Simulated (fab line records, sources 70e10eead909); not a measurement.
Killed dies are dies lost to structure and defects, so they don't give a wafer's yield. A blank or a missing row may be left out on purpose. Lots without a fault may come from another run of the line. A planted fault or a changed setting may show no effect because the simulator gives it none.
Which tool did it? | flow nand_harc | 13 lots, 39 wafers sampled, at 5 steps of a route of 1159

WHAT THE GAUGES READ, wafer by wafer
NHARC_END_SORT_01.
lot  | measured     | on        | killed_at_array | killed_at_other | killed_at_periphery | killed_dies | killed_open | killed_short
L403 | day 21 13:46 | prober-01 | 84 81 85        | 5 0 3           | 1 2 3               | 90 83 91    | 2 2 3       | 2 0 3
L405 | day 21 14:36 | prober-02 | 68 61 58        | 0 0 0           | 5 7 4               | 73 68 62    | 3 4 2       | 4 3 0

WHICH TOOL RAN EACH LOT (tool, then ch and the chambers of the sampled wafers, then the start)
lot  | NHARC_A_ONON_D1_DEP_09           | NHARC_A_BONDPAD_ETCH_12                       | NHARC_THIN_TSV_DEGAS_49      | NHARC_THIN_TSV_PVD_19
L395 | pecvd_onon-03 ch 0, day 8 02:28  | rie_diel-11 ch 2,3, day 19 03:05 or earlier   | pvd_sputter-02, day 19 03:05 | pvd_sputter-02, no start
L396 | pecvd_onon-02 ch 0, day 8 06:01  | rie_diel-11 ch 0,3, day 19 02:07 or earlier   | pvd_sputter-03, day 19 02:07 | pvd_sputter-03, no start
L398 | pecvd_onon-03 ch 0, day 8 14:13  | rie_diel-11 ch 1,3, day 19 18:41 or earlier   | pvd_sputter-02, day 19 18:41 | pvd_sputter-02, no start
L400 | pecvd_onon-03 ch 0, day 8 18:00  | rie_diel-11 ch 0,1,2, day 19 10:47 or earlier | pvd_sputter-02, day 19 10:47 | pvd_sputter-02, no start
L399 | pecvd_onon-02 ch 0, day 8 18:03  | rie_diel-11 ch 1,2, day 19 19:52 or earlier   | pvd_sputter-02, day 19 19:52 | pvd_sputter-02, no start
L402 | pecvd_onon-02 ch 0, day 9 06:22  | rie_diel-11 ch 0,3, day 20 18:11 or earlier   | pvd_sputter-02, day 20 18:11 | pvd_sputter-02, no start
L401 | pecvd_onon-03 ch 0, day 9 06:23  | rie_diel-07 ch 0,1, day 20 16:54 or earlier   | pvd_sputter-02, day 20 16:54 | pvd_sputter-02, no start
L403 | pecvd_onon-03 ch 0, day 9 23:24  | rie_diel-11 ch 0,1,3, day 21 01:49 or earlier | pvd_sputter-03, day 21 01:49 | pvd_sputter-03, day 21 13:46 or earlier
L405 | pecvd_onon-03 ch 0, day 10 06:53 | rie_diel-11 ch 1,2,3, day 21 02:54 or earlier | pvd_sputter-03, day 21 02:54 | pvd_sputter-03, day 21 14:36 or earlier
L413 | pecvd_onon-01 ch 0, day 12 09:17 | rie_diel-07 ch 0,1,2, day 23 12:40 or earlier | pvd_sputter-03, day 23 12:40 | pvd_sputter-03, no start
L414 | pecvd_onon-02 ch 0, day 12 09:20 | rie_diel-11 ch 1,2,3, day 23 04:06 or earlier | pvd_sputter-03, day 23 04:06 | pvd_sputter-03, no start
L416 | pecvd_onon-03 ch 0, day 13 02:11 | rie_diel-11 ch 0,1,2, day 23 22:04 or earlier | pvd_sputter-03, day 23 22:04 | pvd_sputter-03, no start
L417 | pecvd_onon-02 ch 0, day 13 17:32 | rie_diel-11 ch 0,2, day 24 09:05 or earlier   | pvd_sputter-03, day 24 09:05 | pvd_sputter-03, no start
- NHARC_A_ONON_D1_DEP_09: target thk 1000 nm.
- NHARC_A_BONDPAD_ETCH_12: etches the open film in CHF3/O2, target depth 220 nm, time 110 s.
- NHARC_THIN_TSV_DEGAS_49: time 120 s.
- NHARC_THIN_TSV_PVD_19: deposits TaN, target thk 20 nm.

WHAT THE TOOLS THEMSELVES READ (means of the sampled wafers that have a number; where no wafer has one, the mark that the record gives instead)
NHARC_A_ONON_D1_DEP_09.
lot  | tool          | sih4_flow_sccm (sccm)
L395 | pecvd_onon-03 | 209.6
L396 | pecvd_onon-02 | 210.4
L398 | pecvd_onon-03 | 210.3
L400 | pecvd_onon-03 | 210.1
L399 | pecvd_onon-02 | 209.9
L402 | pecvd_onon-02 | 209.9
L401 | pecvd_onon-03 | 209.2
L403 | pecvd_onon-03 | 210.5
L405 | pecvd_onon-03 | 209.6
L413 | pecvd_onon-01 | 210.5
L414 | pecvd_onon-02 | 210.4
L416 | pecvd_onon-03 | 210.7
L417 | pecvd_onon-02 | 208.6

NHARC_A_BONDPAD_ETCH_12.
lot  | tool        | drypump_motor_current_A (A) | mfc_ar_sccm (sccm) | oes_product_au (a.u.) | rf_vpp_V (V) | showerhead_plenum_p_Torr (Torr) | throttle_valve_pct (%)
L395 | rie_diel-11 | 5.36                        | 199.5              | 0.970                 | 368.4        | 2.28                            | 20.575
L396 | rie_diel-11 | 5.15                        | 199.9              | 0.991                 | 371.3        | 2.45                            | 20.570
L398 | rie_diel-11 | 5.41                        | 199.9              | 0.972                 | 373.4        | 2.49                            | 20.565
L400 | rie_diel-11 | 5.46                        | 199.8              | 0.983                 | 372.3        | 2.44                            | 20.585
L399 | rie_diel-11 | 5.56                        | 200.2              | 0.978                 | 368.9        | 2.36                            | 20.583
L402 | rie_diel-11 | 5.08                        | 200.3              | 0.962                 | 370.5        | 2.40                            | 20.566
L401 | rie_diel-07 | 5.36                        | 200.3              | 0.932                 | 372.5        | 2.50                            | 20.574
L403 | rie_diel-11 | 5.28                        | 200.4              | 0.928                 | 371.5        | 2.47                            | 20.573
L405 | rie_diel-11 | 5.39                        | 200.3              | 0.955                 | 368.8        | 2.38                            | 20.580
L413 | rie_diel-07 | 5.34                        | 200.1              | 0.928                 | 371.3        | 2.47                            | 20.573
L414 | rie_diel-11 | 5.37                        | 199.7              | 0.930                 | 370.0        | 2.38                            | 20.579
L416 | rie_diel-11 | 5.45                        | 199.9              | 0.959                 | 371.4        | 2.44                            | 20.565
L417 | rie_diel-11 | 5.41                        | 200.5              | 0.925                 | 369.4        | 2.34                            | 20.573

NHARC_THIN_TSV_DEGAS_49.
lot  | tool           | heater_power_w (W)
L395 | pvd_sputter-02 | 497
L396 | pvd_sputter-03 | 452
L398 | pvd_sputter-02 | 491
L400 | pvd_sputter-02 | 491
L399 | pvd_sputter-02 | 491
L402 | pvd_sputter-02 | 453
L401 | pvd_sputter-02 | 492
L403 | pvd_sputter-03 | 449
L405 | pvd_sputter-03 | 451
L413 | pvd_sputter-03 | 455
L414 | pvd_sputter-03 | 448
L416 | pvd_sputter-03 | 443
L417 | pvd_sputter-03 | 452

NHARC_THIN_TSV_PVD_19.
lot  | tool           | throttle_valve_pct (%)
L395 | pvd_sputter-02 | 29.6
L396 | pvd_sputter-03 | 28.8
L398 | pvd_sputter-02 | 29.5
L400 | pvd_sputter-02 | 29.5
L399 | pvd_sputter-02 | 29.3
L402 | pvd_sputter-02 | 29.3
L401 | pvd_sputter-02 | 29.4
L403 | pvd_sputter-03 | 28.7
L405 | pvd_sputter-03 | 29.2
L413 | pvd_sputter-03 | 28.7
L414 | pvd_sputter-03 | 29.2
L416 | pvd_sputter-03 | 29.4
L417 | pvd_sputter-03 | 29.2

THE ANSWER, worked out from the rows above alone
Rule: what is usual is taken from the lots themselves. Put in order of their means at a reading, lots are off if they are a third of the lots or fewer, leave a main group of 4 or more, and stand apart from it by a gap of 3 or more times the standard deviation of the main group's means; of several such gaps the widest counts. A main group whose means are all the same, to the digits that the tables above print for the reading, isn't used. A lot without any number at a reading at which 4 lots or more have one is off too. The other lots that the step has rows for count as sound. The gauges are gone through in route order, then the tools' own readings, and for those a lot's mean is taken as printed above. The first step at which some lot is off is used, and at that step the reading that is off furthest; a lot without a number counts as furthest.
No lot is off at any reading shown: from this, nothing can be told.

WHAT THE SIMULATOR HAD PUT IN
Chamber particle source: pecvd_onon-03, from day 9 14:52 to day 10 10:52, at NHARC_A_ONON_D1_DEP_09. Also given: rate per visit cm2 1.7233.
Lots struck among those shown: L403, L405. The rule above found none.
